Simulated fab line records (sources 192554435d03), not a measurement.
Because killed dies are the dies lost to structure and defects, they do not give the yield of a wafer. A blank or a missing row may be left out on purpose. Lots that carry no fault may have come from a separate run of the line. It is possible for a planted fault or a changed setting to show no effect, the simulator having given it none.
Matching of chambers -- flow n5-finfet -- 4 sister chambers for N5_ILD0_CMP_07 on cmp-03
The step polishes SiO2 flowable, stops on poly-Si, t overpolish 1.18 s, target thk 138.88 nm. 14 wafers are shown with their chamber, then 7 later ones without.

## WAFERS PAIRED WITH THEIR CHAMBERS
wafer,chamber,motor-current-A (A)
L074.1,2,12.5
L074.2,1,10.9
L074.3,3,11.2
L076.1,0,13.9
L076.4,1,11.4
L076.5,0,13.9
L080.2,2,12.0
L080.3,0,13.8
L080.6,1,11.9
L086.1,3,11.2
L086.3,1,11.7
L086.4,2,13.1
L087.2,3,11.6
L087.3,0,14.8

SIGNATURES (means of the wafers above)
reading,chamber 0,chamber 1,chamber 2,chamber 3,scatter within a chamber
motor-current-A,14.100,11.475,12.533,11.333,0.441
Rule: for each reading, subtract the chamber's mean from the wafer's reading, divide by that reading's scatter and square the result; add these up over the readings and take the root, which gives the wafer's distance from the chamber. If the next closest chamber is less than 2 further off than the closest, the wafer can't be placed; otherwise it belongs to the closest. The scatter: take each reading less its chamber's mean, square it, sum over the shown wafers, divide by the number of wafers less the number of chambers, and take the root.

## WAFERS MISSING THEIR CHAMBER
wafer,motor-current-A (A)
L087.5,14.3
L088.2,11.4
L088.3,13.2
L088.5,10.8
L092.1,11.5
L092.2,13.6
L092.4,12.6

## THE CHAMBER EACH PASSED THROUGH
wafer,from the rows above,in truth
L087.5,0,0
L088.2,can't be placed: 3 or 1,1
L088.3,can't be placed: 2 or 0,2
L088.5,can't be placed: 3 or 1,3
L092.1,can't be placed: 1 or 3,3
L092.2,can't be placed: 0 or 2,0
L092.4,2,2
2 of 7 placed correctly. Not placeable from these rows: 5 (in 5, the candidates include the true chamber). Wrongly placed: 0.
